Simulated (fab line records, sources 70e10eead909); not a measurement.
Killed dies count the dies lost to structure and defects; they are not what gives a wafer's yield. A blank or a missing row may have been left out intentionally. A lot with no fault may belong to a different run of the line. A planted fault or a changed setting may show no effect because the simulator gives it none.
Matching of chambers / flow nand-harc / pecvd-03 running NHARC_A_M0_DEP_32: 3 sister chambers
The step deposits SiCN, target thk 30 nm. 3 wafers are shown with their chamber, then 8 later ones without.

WAFERS, EACH WITH ITS CHAMBER
wafer=L765.1; chamber=0; heater-power-w (W)=543
wafer=L765.4; chamber=1; heater-power-w (W)=616
wafer=L767.3; chamber=2; heater-power-w (W)=488

WAFERS WHOSE CHAMBER IS MISSING
wafer=L767.5; heater-power-w (W)=476
wafer=L767.6; heater-power-w (W)=659
wafer=L770.1; heater-power-w (W)=571
wafer=L770.4; heater-power-w (W)=489
wafer=L770.5; heater-power-w (W)=584
wafer=L771.1; heater-power-w (W)=407
wafer=L771.3; heater-power-w (W)=597
wafer=L771.5; heater-power-w (W)=420

WHICH CHAMBER EACH WENT THROUGH
wafer=L767.5; from the rows above=can't be placed: 2 or 0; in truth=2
wafer=L767.6; from the rows above=can't be placed: 1 or 0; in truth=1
wafer=L770.1; from the rows above=can't be placed: 0 or 1 or 2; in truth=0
wafer=L770.4; from the rows above=can't be placed: 2 or 0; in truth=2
wafer=L770.5; from the rows above=can't be placed: 1 or 0 or 2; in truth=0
wafer=L771.1; from the rows above=can't be placed: 2 or 0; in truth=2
wafer=L771.3; from the rows above=can't be placed: 1 or 0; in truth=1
wafer=L771.5; from the rows above=can't be placed: 2 or 0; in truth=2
0 of 8 placed correctly. Not placeable from these rows: 8 (in 8, the candidates include the true chamber). 0 placed wrongly.
How it was worked out, from the rows above alone: a wafer's distance from a chamber is the root of the sum, over the readings, of the square of ((its reading less the chamber's mean) divided by the reading's scatter). If the next closest chamber is less than 2 further off than the closest, the wafer can't be placed; otherwise it belongs to the closest. The mean given for a chamber averages the wafers shown for that chamber. The scatter: root of mean squared gap, hidden wafer to nearest shown wafer, with one shown wafer a chamber.
